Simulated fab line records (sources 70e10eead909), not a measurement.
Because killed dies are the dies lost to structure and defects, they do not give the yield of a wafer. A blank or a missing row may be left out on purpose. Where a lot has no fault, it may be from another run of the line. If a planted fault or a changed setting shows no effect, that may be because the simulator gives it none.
fab line records	flow nand_harc
record lots=12	wafers=36	last_day=33
route steps=1302 shown A_SLIT@922 A_WL_FILL@952
lots with no fault: from the same line, run without faults
start_h: start of the lot's first displayed wafer, in hours after the record's first day	wait_h: time in hours since the lot's previous step	" the same as in the row above	L1.1+2: a single row standing in for several wafers	- value missing, or start not given	* or withheld: withheld	< > ~ a bound
route shown NAME@n: NAME is a module with steps in the file, n the number in the route of the first one	usual: mean/standard deviation of fault-free wafers	same: alike in all rows	chamber/n: place in a boat	sites: readings site by site	_std_site: their standard deviation	_edge_site: inner sites' mean taken away from outer sites' mean	radius_mm: for every site, how far away it sits from the centre of the wafer	mask NAME#n: copy n	behind: the last tool/chamber to shape the wafer	hold: cause of the lot's hold/its duration in hours/its outcome	device: which transistor (n, p or np) failed to switch	end of line: the route-end tests of the same wafers	a step with no rows: only its recipe	killed: not the wafer's yield, but the dies lost to structure and defects at the first sort	map: the dies of a wafer, with x for killed, . for not killed, _ for no die there
set.NAME: the setting the step ran with; set.NAME@STEP: the setting that earlier step ran with	model.NAME: the simulator's own value behind a step, which no gauge read
steps of the route over a sample of lots; a table a step, a row a wafer
services: from which hour (start_h, from the record's first day; less than 0 if before it) a tool's chamber was out of use, for how many hours, and why
## steps
# step NHARC_A_SLIT_DEP_25
# recipe target_thk_a=2000	temp_c=400	pressure_torr=6.5	rf_w=900	teos_flow_sccm=161.4	flow_sccm=2650	target_thk_nm=200	gas=O2	material=SiO2
# usual heater_power_w=540/100	throttle_valve_pct=15.9/0.6
lot.wafer	tool	chamber	start_h	wait_h	heater_power_w	throttle_valve_pct
L853.3	pecvd-03	2	437.61	0.1	721	15.6
L853.1	"	0	"	"	624	16.2
L853.5	"	0	"	"	633	16.5
L854.3	pecvd-02	1	454.04	0.1	505	15.2
L854.2	"	2	"	"	486	15.8
L854.4	"	1	"	"	530	15.1
L857.1	pecvd-04	2	479.12	0.1	460	15.8
L857.2	"	0	"	"	507	15.7
L857.3	"	1	"	"	354	14.8
L856.2	pecvd-03	2	479.18	0.1	734	15.6
L856.6	"	0	"	"	695	16.6
L856.5	"	1	"	"	555	16.9
L858.1	pecvd-04	1	496.93	0.1	413	14.7
L858.4	"	2	"	"	448	16.2
L858.6	"	0	"	"	538	15.8
L861.2	pecvd-03	2	525.99	0.1	734	15.9
L861.3	"	0	"	"	658	16.6
L861.6	"	1	"	"	532	16.9
L863.1	pecvd-03	1	547.07	0.1	558	16.8
L863.2	"	2	"	"	746	15.9
L863.4	"	1	"	"	569	16.8
L870.2	pecvd-03	2	625.55	0.1	649	15.7
L870.5	"	0	"	"	703	16.5
L870.6	"	1	"	"	552	17.2
L871.3	pecvd-04	0	625.71	0.1	503	16.0
L871.1	"	1	"	"	419	15.3
L871.6	"	1	"	"	426	15.1
L873.1	pecvd-02	0	642.90	0.1	755	16.2
L873.5	"	2	"	"	394	15.7
L873.6	"	1	"	"	478	14.8
L874.3	pecvd-04	2	652.09	0.1	462	15.6
L874.2	"	0	"	"	467	15.8
L874.1	"	1	"	"	449	15.0
L875.3	pecvd-02	1	663.52	0.3	537	15.0
L875.4	"	1	"	"	549	15.2
L875.6	"	1	"	"	557	15.2
# step NHARC_A_SLIT_DESCUM_14
# recipe time_s=3	o2_flow_sccm=200	ar_flow_sccm=0	bias_power_w=0	chemistry=O2
# usual drypump_motor_current_A=5.7/0.46	oes_product_au=1.001/0.016	rf_vpp_V=57.7/0.75	showerhead_plenum_p_Torr=1.90/0.053	throttle_valve_pct=11.312/0.0091
# same time_s=3
lot.wafer	tool	chamber	start_h	wait_h	drypump_motor_current_A	oes_product_au	rf_hours_counter_h	rf_vpp_V	showerhead_plenum_p_Torr	throttle_valve_pct
L853.1	rie_diel-05	3	443.82	0.1	5.4	1.000	0.5	57.8	1.90	11.318
L853.3	"	0	"	"	5.5	0.983	0.5	57.4	1.82	11.313
L853.5	"	2	"	"	5.6	1.018	-	56.7	1.88	11.315
L854.2	rie_diel-05	0	459.09	0.1	5.5	0.983	2.0	56.9	1.82	11.317
L854.4	"	1	"	"	6.4	1.021	2.1	57.3	1.93	11.317
L854.3	"	2	"	"	5.7	1.015	1.6	57.7	1.88	11.315
L856.2	rie_diel-05	1	484.43	0.1	6.3	1.041	3.1	57.9	1.93	11.323
L856.6	"	0	"	"	5.5	0.989	-	57.0	1.82	11.315
L856.5	"	1	"	"	6.3	1.034	-	56.9	1.93	11.314
L857.1	rie_diel-08	0	484.87	0.1	5.8	1.009	6.1	57.7	1.86	11.313
L857.3	"	1	"	"	5.7	0.989	7.2	58.6	1.90	11.322
L857.2	"	2	"	"	5.6	0.983	6.6	57.3	1.91	11.307
L858.4	rie_diel-05	3	503.16	0.1	5.3	1.000	4.2	57.9	1.90	11.310
L858.1	"	0	"	"	5.5	0.994	4.3	57.4	1.82	11.296
L858.6	"	1	"	"	6.3	1.030	-	57.4	1.93	11.323
L861.3	rie_diel-05	0	532.02	0.1	5.6	0.988	5.8	57.6	1.82	11.307
L861.2	"	2	"	"	5.6	1.027	5.1	57.4	1.88	11.320
L861.6	"	1	"	"	6.4	1.026	-	57.4	1.93	11.293
L863.2	rie_diel-05	2	552.17	0.1	5.7	1.018	6.8	58.0	1.88	11.313
L863.1	"	0	"	"	5.5	0.999	6.8	57.7	1.82	11.326
L863.4	"	1	"	"	6.3	1.020	6.6	58.0	1.93	11.300
L870.2	rie_diel-05	2	630.50	0.1	5.6	1.012	1.6	57.4	1.88	11.298
L870.6	"	0	"	"	5.5	0.986	-	59.3	1.82	11.319
L870.5	"	1	"	"	6.3	0.997	-	57.5	1.92	11.294
L871.3	rie_diel-08	3	630.85	0.1	5.9	0.990	5.7	58.1	1.91	11.312
L871.1	"	0	"	"	5.8	0.994	4.1	57.6	1.86	11.321
L871.6	"	2	"	"	5.6	0.996	-	57.3	1.90	11.305
L873.1	rie_diel-05	2	648.65	0.1	5.6	1.020	3.0	58.3	1.88	11.316
L873.6	"	2	"	"	5.7	1.017	-	57.7	1.88	11.322
L873.5	"	3	"	"	5.3	0.995	-	57.7	1.89	11.298
L874.3	rie_diel-05	1	656.92	0.1	6.4	0.988	4.6	58.6	1.92	11.326
L874.2	"	3	"	"	5.3	0.992	6.0	57.1	1.89	11.324
L874.1	"	0	"	"	5.6	0.983	4.5	58.1	1.82	11.303
L875.4	rie_diel-05	2	674.51	0.1	5.7	1.023	5.9	58.3	1.88	11.320
L875.3	"	1	"	"	6.4	0.992	6.0	58.5	1.92	11.317
L875.6	"	3	"	"	5.3	1.016	-	58.1	1.89	11.307
# step NHARC_A_WL_FILL_ALD_00
# recipe target_thk_a=30	pulse_time_s=3	ald_cycles=30	temp_c=300	material=Al2O3
# usual ald_cycles=30/0	heater_power_w=484/57	precursor_pulse_height_rel=0.999/0.018
lot.wafer	tool	chamber	start_h	wait_h	ald_cycles	heater_power_w	precursor_pulse_height_rel
L853.3	ald_hk-01	0	456.79	0.1	30	477	0.989
L853.1	"	1	"	"	30	559	1.015
L853.5	"	0	"	"	30	483	0.999
L854.3	ald_hk-02	2	472.07	0.1	30	460	1.006
L854.4	"	3	"	"	30	399	0.973
L854.2	"	0	"	"	30	463	0.984
L856.2	ald_hk-02	1	497.40	0.1	30	425	1.049
L856.5	"	0	"	"	30	462	1.010
L856.6	"	1	"	"	30	418	0.988
L857.3	ald_hk-01	1	502.10	0.1	30	589	1.032
L857.1	"	2	"	"	30	573	1.008
L857.2	"	3	"	"	30	451	1.004
L858.1	ald_hk-01	2	520.07	0.1	30	572	1.006
L858.4	"	1	"	"	30	582	1.011
L858.6	"	3	"	"	30	462	1.002
L861.3	ald_hk-01	0	544.60	0.1	30	475	1.001
L861.2	"	1	"	"	30	572	0.998
L861.6	"	3	"	"	40	454	0.976
L863.1	ald_hk-01	3	568.55	0.1	40	450	0.967
L863.4	"	1	"	"	30	573	0.986
L863.2	"	2	"	"	30	567	1.008
L871.3	ald_hk-02	2	643.46	0.1	30	469	0.985
L871.1	"	1	"	"	30	432	1.016
L871.6	"	3	"	"	30	427	1.004
L870.2	ald_hk-01	2	643.52	0.1	30	570	1.000
L870.6	"	0	"	"	30	470	0.997
L870.5	"	1	"	"	30	594	0.992
L873.1	ald_hk-02	3	661.11	0.1	30	410	0.979
L873.6	"	2	"	"	30	466	0.962
L873.5	"	3	"	"	30	413	0.991
L874.3	ald_hk-01	1	671.08	1.1	30	570	1.005
L874.2	"	2	"	"	30	577	0.969
L874.1	"	3	"	"	30	447	1.007
L875.4	ald_hk-01	1	686.59	0.1	30	575	0.976
L875.3	"	2	"	"	30	572	0.996
L875.6	"	1	"	"	30	580	0.993
# step NHARC_A_WL_FILL_ETCHBACK_05
# recipe target_depth_a=220	time_s=60	temp_c=40	chemistry=Cl2/BCl3
# usual drypump_motor_current_A=6.0/0.61	oes_product_au=1.002/0.011
# same time_s=60
lot.wafer	tool	chamber	start_h	wait_h	drypump_motor_current_A	oes_product_au	rf_hours_counter_h
L853.1	rie_metal-03	1	458.85	0.2	4.9	1.002	2.1
L853.3	"	0	"	"	5.7	0.987	-
L853.5	"	0	"	"	5.7	0.980	-
L854.2	rie_metal-03	0	473.58	0.2	5.8	1.002	2.3
L854.3	"	1	"	"	4.9	1.009	-
L854.4	"	0	"	"	5.7	1.002	-
L856.2	rie_metal-01	0	498.92	0.2	6.7	1.002	1.6
L856.5	"	1	"	"	6.3	1.003	-
L856.6	"	0	"	"	6.7	0.989	-
L857.2	rie_metal-02	1	503.67	0.3	6.4	0.984	0.6
L857.1	"	0	"	"	6.2	1.015	0.6
L857.3	"	0	"	"	6.2	1.008	-
L858.1	rie_metal-01	1	521.68	0.2	6.2	1.002	2.1
L858.4	"	1	"	"	6.2	1.001	-
L858.6	"	1	"	"	6.2	1.011	-
L861.2	rie_metal-01	0	547.01	0.2	6.7	0.994	2.5
L861.3	"	1	"	"	6.2	1.000	-
L861.6	"	0	"	"	6.7	1.001	-
L863.2	rie_metal-02	0	570.08	0.2	6.2	1.015	1.7
L863.1	"	1	"	"	6.4	1.004	1.7
L863.4	"	0	"	"	6.2	1.030	-
L871.1	rie_metal-01	1	645.00	0.2	6.2	0.984	0.8
L871.3	"	0	"	"	6.7	1.004	-
L871.6	"	1	"	"	6.2	0.992	-
L870.2	rie_metal-03	0	645.20	0.2	5.7	0.990	2.3
L870.5	"	1	"	"	4.9	1.004	-
L870.6	"	0	"	"	5.7	0.985	-
L873.1	rie_metal-03	1	662.87	0.2	4.9	1.025	2.6
L873.6	"	1	"	"	4.9	1.017	-
L873.5	"	0	"	"	5.8	1.007	-
L874.1	rie_metal-03	0	672.71	0.2	5.7	1.005	2.9
L874.2	"	1	"	"	4.9	1.019	2.9
L874.3	"	0	"	"	5.7	1.006	-
L875.4	rie_metal-01	1	688.11	0.2	6.2	0.997	-
L875.3	"	0	"	"	6.8	1.007	-
L875.6	"	0	"	"	6.7	1.005	-
## services
tool	chamber	start_h	hours	kind
rie_diel-05	2	425.71	2.6	repair
rie_diel-05	2	432.61	3.4	repair
pecvd-03	0	438.47	13.0	repair
pecvd-04	-	450.12	13.0	pm
rie_diel-05	3	462.43	7.1	repair
ald_hk-01	-	477.95	10.0	pm
rie_diel-05	3	478.78	3.0	repair
pecvd-02	2	489.18	2.3	repair
rie_metal-03	-	519.00	9.0	pm
ald_hk-02	-	528.24	10.0	pm
pecvd-03	-	547.37	13.0	pm
pecvd-04	1	558.47	12.2	repair
pecvd-02	1	564.06	4.1	repair
rie_metal-01	-	575.08	9.0	pm
rie_diel-05	-	584.60	9.0	pm
pecvd-02	-	589.09	13.0	pm
ald_hk-01	-	606.44	1.9	repair
pecvd-04	-	631.12	13.0	pm
rie_metal-01	1	636.89	5.0	repair
rie_diel-05	0	644.50	4.6	repair
pecvd-02	2	648.22	16.2	repair
ald_hk-01	-	656.35	10.0	pm
pecvd-02	0	660.28	15.2	repair
pecvd-04	-	661.54	0.7	repair
## key
first_sign step=NHARC_A_WL_FILL_ALD_00	reading=ald_cycles	direction=up	sigmas=99+	usual=30	struck=40
effect none on later readings
met_at NHARC_A_WL_FILL_ALD_00
struck_lots L861,L863
struck_wafers L861.6,L863.1
tester_left_out L861,L863
not_acting_at NHARC_A_SLIT_DEP_25,NHARC_A_SLIT_DESCUM_14,NHARC_A_WL_FILL_ETCHBACK_05
onset_between 520.07 544.60
fault kind=process_parameter_drift	tool=ald_hk-01	chamber=-	onset_h=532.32	steps=NHARC_A_WL_FILL_ALD_00	channel=ald_cycles	offset=10	shape=step	end_h=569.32	scope=struck_wafers_only	acts_in=these_recipes_only	stated=30
# tester_left_out: of these lots the tester's yield and bins aren't shown, on N5 and GAA mostly nor the transistor test; their killed dies are dies lost to structure and defects alone, not to doping, threshold or leakage, so they don't give the yield
